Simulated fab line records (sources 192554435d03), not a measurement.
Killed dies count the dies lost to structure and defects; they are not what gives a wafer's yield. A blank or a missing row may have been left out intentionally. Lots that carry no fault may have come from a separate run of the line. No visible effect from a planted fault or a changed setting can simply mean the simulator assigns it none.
Problem report, 8D (eight disciplines) form, completed by code :: flow n5Finfet :: the parts of the form that need people (team, actions taken, sign-off) are left out

1. PROBLEM STATEMENT
Mean M10_ILD_THK at N5_BEOL_M10_THK_MEAS_01: 220 nm over 4 wafers in 3 lots; fault-free wafers: 269 nm, standard deviation 3.8. That puts it -13 standard deviations away from the usual mean.
The first sign was on wafer L750.5 at day 13 20:30, on filmMetro-01. The record holds 29 wafers of 11 lots with a number at this step. Rule for "out", or "out of limits": more than 4 standard deviations from the usual mean. The other wafers with a number count as sound.

2. WHAT IT IS, WHAT IT ISN'T
question: which readings at this step
is: M10_ILD_THK
is not: -

question: which lots
is: L750, L755, L756
is not: L737, L738, L743, L745, L747, L752, L753, L757

question: which wafers of those lots
is: L750.5, L755.3, L755.5, L756.3
is not: L750.1, L756.2

question: read on which gauges
is: filmMetro-01, filmMetro-02
is not: -

question: when
is: from day 13 20:30
is not: up to then (15 sound wafers); but 10 sound wafers of L752, L753, L756, L757 came after

3. THE SUSPECTS, EACH WITH WHAT RULES IT OUT
Counting: any tool at a process step up to the reading remains a suspect provided it ran every lot that is out. Sound lots after the first of them don't rule it out here, since some wafers of a struck lot are sound.
- the gauge at N5_BEOL_M10_THK_MEAS_01: ruled out. 2 gauges (filmMetro-01, filmMetro-02) read the wafers that are out.
- pvdSputter-02 at N5_BEOL_M9_SPUTTER_48 (material Cu, target thk 12 nm, time 2 s): kept. It ran every lot that is out, first L750 (day 13 18:52).
- pecvd-01 at N5_BEOL_M10_ILD_DEP_00 (deposits SiCOH lowk from DEMS/porogen, target thk 308.51 nm, time 58 s): kept. Ran every lot that is out, first one L750 (day 13 19:55); last sound lot up to then L747 (day 13 04:19). Its own readings are out on those wafers: runLengthS.
The count leaves pecvd-01 at N5_BEOL_M10_ILD_DEP_00 and pvdSputter-02 at N5_BEOL_M9_SPUTTER_48.

4. THE CAUSE (what the simulator had put in)
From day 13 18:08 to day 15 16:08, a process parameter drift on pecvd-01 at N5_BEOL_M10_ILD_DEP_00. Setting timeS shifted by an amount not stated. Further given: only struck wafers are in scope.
Of the 2 suspects that counting leaves, this tool is one.

5. SEQUENCE OF EFFECTS, ordered by route
One row per reading whose mean, taken over the struck wafers that have a number, lies over 3 standard deviations from the usual. Only readings whose record carries a usual standard deviation are examined. hours: median over the lots of the time between each lot's start at the first step of this table that gives one and its start at this step. sigmas: the change, counted in usual standard deviations.
hours: 0
step: N5_BEOL_M10_ILD_DEP_00
reading: runLengthS
usual: 100.9 s
on struck wafers: 90.1
change: -10.8
sigmas: -24

hours: 1
step: N5_BEOL_M10_THK_MEAS_01
reading: M10_ILD_THK
usual: 269 nm
on struck wafers: 220
change: -50
sigmas: -13
Process steps it contains:
- N5_BEOL_M10_ILD_DEP_00: deposits SiCOH lowk from DEMS/porogen, target thk 308.51 nm, time 58 s.

6. WHAT WOULD HAVE CAUGHT IT SOONER
In this record the first reading out of limits at a measuring or inspecting step was taken at day 13 20:30, 2 hours after the fault began at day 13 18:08.
The tool's own readings at N5_BEOL_M10_ILD_DEP_00 were out on every struck wafer that the step has a row for (runLengthS): an alarm limit on them would have fired on the first of those.
Of the lots that are out (3), L755, L756 began N5_BEOL_M10_ILD_DEP_00 on pecvd-01 after day 13 20:30. A hold on the tool at that time would have spared those 2.
